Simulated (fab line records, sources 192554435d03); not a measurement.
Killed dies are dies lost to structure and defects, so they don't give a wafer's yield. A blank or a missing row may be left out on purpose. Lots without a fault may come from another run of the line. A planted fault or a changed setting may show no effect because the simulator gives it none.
Split-lot experiment | flow n5_finfet | 7 lots, 21 wafers read, on a route of 1938 steps

THE SPLIT
At N5_BEOL_M4_COAT_22 (resist thk 30 nm), the setting spin_rpm was moved away from the recipe's 1500 rpm on 8 of the 21 wafers read, by -10.0% to +11.1%. The other wafers ran this setting at the recipe's value.

FROM THE SPLIT TO THE READING: what the file shows between them, 4 steps
- N5_BEOL_M4_EBR_24
- N5_BEOL_M4_SOFTBAKE_23: time 60 s
- N5_BEOL_M4_EXPOSE_25: exposes mask V3, defocus 5 nm
- N5_BEOL_M4_PEB_26: peb time 60 s

THE READING
CAR-EUV_of_BEOL_M4_COAT_22.thk_nm (the simulator's own value, which no gauge read), in nm, at N5_BEOL_M4_DEVELOP_27 (develop time 30 s). The file gives no usual value for it. The 13 wafers here that ran the recipe average 29.6 nm, standard deviation 0.084 nm.

wafer  | tool, chamber at the split | spin_rpm as run, rpm | against the recipe | CAR-EUV_of_BEOL_M4_COAT_22.thk_nm, nm | against lot-mates on the recipe
L078.1 | litho_track-05, 0          | 1500                 | recipe             | 29.6                                  | -
L078.2 | litho_track-05, 0          | 1500                 | recipe             | 29.6                                  | -
L078.3 | litho_track-05, 0          | 1500                 | recipe             | 29.6                                  | -
L081.1 | litho_track-05, 0          | 1378                 | -8.1%              | 30.8                                  | +1.2
L081.4 | litho_track-05, 0          | 1378                 | -8.1%              | 30.8                                  | +1.2
L081.5 | litho_track-05, 0          | 1500                 | recipe             | 29.6                                  | -
L082.1 | litho_track-01, 0          | 1609                 | +7.3%              | 28.6                                  | -1.0
L082.2 | litho_track-01, 0          | 1500                 | recipe             | 29.6                                  | -
L082.3 | litho_track-01, 0          | 1500                 | recipe             | 29.6                                  | -
L083.3 | litho_track-03, 0          | 1599                 | +6.6%              | 28.6                                  | -0.9
L083.4 | litho_track-03, 0          | 1500                 | recipe             | 29.4                                  | -
L083.6 | litho_track-03, 0          | 1500                 | recipe             | 29.6                                  | -
L090.1 | litho_track-01, 0          | 1667                 | +11.1%             | 28                                    | no lot-mate on the recipe
L090.6 | litho_track-01, 0          | 1667                 | +11.1%             | 28                                    | no lot-mate on the recipe
L090.3 | litho_track-01, 0          | 1667                 | +11.1%             | 28.2                                  | no lot-mate on the recipe
L093.1 | litho_track-03, 0          | 1500                 | recipe             | 29.6                                  | -
L093.6 | litho_track-03, 0          | 1500                 | recipe             | 29.6                                  | -
L093.4 | litho_track-03, 0          | 1350                 | -10.0%             | 31.2                                  | +1.6
L095.2 | litho_track-01, 0          | 1500                 | recipe             | 29.4                                  | -
L095.5 | litho_track-01, 0          | 1500                 | recipe             | 29.4                                  | -
L095.3 | litho_track-01, 0          | 1500                 | recipe             | 29.6                                  | -

THE FIT
A straight line over all 21 wafers: CAR-EUV_of_BEOL_M4_COAT_22.thk_nm changes by -0.143 nm for each +1% of spin_rpm; r = -0.99; the points scatter about the line by 0.1 nm.
The same after taking each lot's own level away (the mean of its wafers on the recipe; 18 wafers): -0.148 nm for each +1%; r = -1.00; scatter 0.066 nm.
On that fit, the largest move of spin_rpm shifts the reading by 1.6 nm.
The lots' own levels span 29.47 to 29.60 nm, that is 1.6 times the standard deviation above.
So the lot-to-lot level changes the slope little: the two slopes agree.
Check: with one of the wafers moved furthest among these (-10.0%) left out of the fit, the line predicts +1.44 nm for it against its lot-mates. It came out at +1.6 nm against them.

OTHER SPLITS ON THESE WAFERS
These wafers also went through other splits before the reading. Each is held against what the fit with the lots' levels taken away leaves over:
other split on the same wafers | wafers away from the commonest value | r with CAR-EUV_of_BEOL_M4_COAT_22.thk_nm (lot level and that fit taken away)
N5_BEOL_M4_EXPOSE_08 dose_mj   | 11                                   | +0.01
N5_BEOL_M4_COAT_67 spin_rpm    | 5                                    | -0.17

THE WHOLE CHAIN: every reading that the file lists as answering this split, in the file's order
step                  | what it does      | reading                                                                            | change (the file's fit)               | r (the file's)
N5_BEOL_M4_COAT_22    | resist thk 30 nm  | CAR-EUV_of_BEOL_M4_COAT_22.thk_nm (the simulator's own value, which no gauge read) | -0.162 nm for each +1% of the setting | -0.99
N5_BEOL_M4_DEVELOP_27 | develop time 30 s | CAR-EUV_of_BEOL_M4_COAT_22.thk_nm (the simulator's own value, which no gauge read) | -0.148 nm for each +1% of the setting | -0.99

THE FILE'S OWN FIT
CAR-EUV_of_BEOL_M4_COAT_22.thk_nm changes by -0.148 nm for each +1% of spin_rpm, r = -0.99.
